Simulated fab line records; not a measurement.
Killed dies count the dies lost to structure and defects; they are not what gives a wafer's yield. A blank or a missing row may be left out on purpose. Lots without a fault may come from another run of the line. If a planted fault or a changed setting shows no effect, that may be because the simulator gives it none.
Matching of chambers / flow n5-finfet / uv-cure-02 running N5_BEOL_M9_CURE_71: 3 sister chambers
The step cures SiCOH lowk, time 240 s. 6 wafers are shown with their chamber, then 8 later ones without.

WAFERS PAIRED WITH THEIR CHAMBERS
wafer=L076.4; chamber=0; wafer_temp_C_max=386.7; lamp-power-pct (%)=52.39
wafer=L076.6; chamber=0; wafer_temp_C_max=387.0; lamp-power-pct (%)=52.27
wafer=L077.4; chamber=2; wafer_temp_C_max=386.2; lamp-power-pct (%)=52.23
wafer=L077.6; chamber=2; wafer_temp_C_max=386.1; lamp-power-pct (%)=52.33
wafer=L084.5; chamber=1; wafer_temp_C_max=386.6; lamp-power-pct (%)=52.34
wafer=L088.2; chamber=1; wafer_temp_C_max=386.9; lamp-power-pct (%)=52.36

WAFERS WHOSE CHAMBER IS MISSING
wafer=L088.4; wafer_temp_C_max=386.5; lamp-power-pct (%)=52.38
wafer=L088.6; wafer_temp_C_max=387.3; lamp-power-pct (%)=52.38
wafer=L090.3; wafer_temp_C_max=386.4; lamp-power-pct (%)=52.29
wafer=L090.5; wafer_temp_C_max=386.3; lamp-power-pct (%)=52.32
wafer=L090.6; wafer_temp_C_max=386.6; lamp-power-pct (%)=52.34
wafer=L093.2; wafer_temp_C_max=386.6; lamp-power-pct (%)=52.32
wafer=L093.4; wafer_temp_C_max=385.7; lamp-power-pct (%)=52.32
wafer=L093.5; wafer_temp_C_max=386.1; lamp-power-pct (%)=52.27

WHICH CHAMBER EACH ONE RAN IN
wafer=L088.4; from the rows above=can't be placed: 1 or 0 or 2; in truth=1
wafer=L088.6; from the rows above=can't be placed: 0 or 1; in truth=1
wafer=L090.3; from the rows above=can't be placed: 2 or 1 or 0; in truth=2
wafer=L090.5; from the rows above=can't be placed: 2 or 1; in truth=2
wafer=L090.6; from the rows above=can't be placed: 1 or 0 or 2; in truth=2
wafer=L093.2; from the rows above=can't be placed: 1 or 0 or 2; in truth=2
wafer=L093.4; from the rows above=2; in truth=2
wafer=L093.5; from the rows above=2; in truth=2
2 of 8 placed correctly. Can't be placed from these rows: 6 (the true chamber is among the candidates in 6). Placed wrongly: 0.
How it was worked out, from the rows above alone: a wafer's distance from a chamber is the root of the sum, over the readings, of the square of ((its reading less the chamber's mean) divided by the reading's scatter). If the next closest chamber is less than 2 further off than the closest, the wafer can't be placed; otherwise it belongs to the closest. Each chamber's mean is taken over the wafers shown for it. The scatter: the root of (the sum of the squares of (reading less its chamber's mean) over the shown wafers, divided by (wafers less chambers)).
